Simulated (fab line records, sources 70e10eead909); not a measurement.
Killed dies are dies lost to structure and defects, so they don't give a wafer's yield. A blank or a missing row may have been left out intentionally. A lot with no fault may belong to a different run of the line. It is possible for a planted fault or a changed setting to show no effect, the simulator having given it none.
Problem report in the 8D (eight disciplines) form, filled by code    flow nand_harc    the parts of the form that need people (team, actions taken, sign-off) are left out

## 1. THE ISSUE
Wafers without a fault read 10, standard deviation 5.1; raw_defect_count at NHARC_A_ZERO_WELL_INSPECT_17 reads a mean of 1392 on 2 wafers belonging to 2 lots. So: +99 or more standard deviations from the usual mean.
Earliest sighting: wafer L146.6 on defect_inspect-01 at day 8 13:04. Wafers with a number at this step in the record: 36, from 12 lots. Rule for "out", or "out of limits": more than 4 standard deviations from the usual mean. Any other wafer with a number is counted as sound.

## 2. WHAT IT IS AND WHAT IT IS NOT
question                     is                 is not
which readings at this step  raw_defect_count   -
which lots                   L146, L148         L142, L151, L155, L158, L160, L161, L162, L163, L164, L165
which wafers of those lots   L146.6, L148.4     L146.3, L146.4, L148.1, L148.6
read on which gauges         defect_inspect-01  defect_inspect-02
when                         from day 8 13:04   up to then (5 sound wafers); but 29 sound wafers of L148, L151, L155, L158, L160, L161, L162, L163, L164, L165 came after

## 3. WHAT RULES OUT EACH SUSPECT
Counting: a tool at a process step up to the reading stays a suspect if it ran every lot that is out. Sound lots after the first of them don't rule it out here, since some wafers of a struck lot are sound.
- the gauge at NHARC_A_ZERO_WELL_INSPECT_17: kept. All the wafers that are out were read on defect_inspect-01, and no step on other tools shows them out.
- rie_diel-10 at NHARC_A_ZERO_WELL_ETCH_19 (etches the open film in N2/H2, target depth 80 nm, overetch 24 nm, time 87.88 s): kept. Ran every lot that is out, first one L146 (day 8 11:50); last sound lot up to then L142 (day 6 21:51).
- In rie_diel-10 at NHARC_A_ZERO_WELL_ETCH_19, the wafers that are out were processed in chamber 0 and their sound lot-mates in chambers 1, 2, 3.
Remaining after the count are rie_diel-10 at NHARC_A_ZERO_WELL_ETCH_19 and defect_inspect-01 at NHARC_A_ZERO_WELL_INSPECT_17.

## 4. THE CAUSE (what the simulator had put in)
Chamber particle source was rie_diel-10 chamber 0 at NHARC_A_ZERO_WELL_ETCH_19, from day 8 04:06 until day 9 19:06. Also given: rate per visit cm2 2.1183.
Counting left 2 suspects, and this tool is among them.

## 5. THE CHAIN OF EFFECTS, in route order
Rows list readings where the struck wafers' mean (over those with a number) sits beyond 3 standard deviations from the usual. Readings are gone through only where the record gives a usual standard deviation; hours: the median, over the lots, of the time from a lot's start at the first step in this table giving one to that lot's start at this step; sigmas: the change measured in usual standard deviations.
hours  step                          reading           usual  on struck wafers  change  sigmas
0      NHARC_A_ZERO_WELL_INSPECT_17  raw_defect_count  10     1392              +1382   +99 or more
416    NHARC_END_SORT_01             killed_at_array   58     140               +82     +4.3
416    NHARC_END_SORT_01             killed_dies       63     143               +80     +4.4

## 6. WHAT WOULD HAVE CAUGHT IT SOONER
In this record the first reading out of limits at a measuring or inspecting step was taken at day 8 13:04, 9 hours after the fault began at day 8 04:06.
Of the tool readings at NHARC_A_ZERO_WELL_ETCH_19 for which the record gives a usual standard deviation, none was out on any struck wafer, so an alarm limit of 4 standard deviations on them would not have fired.
Among the 2 lots that are out, L148 began NHARC_A_ZERO_WELL_ETCH_19 on rie_diel-10 after day 8 13:04. Holding the tool at that time would have saved it.
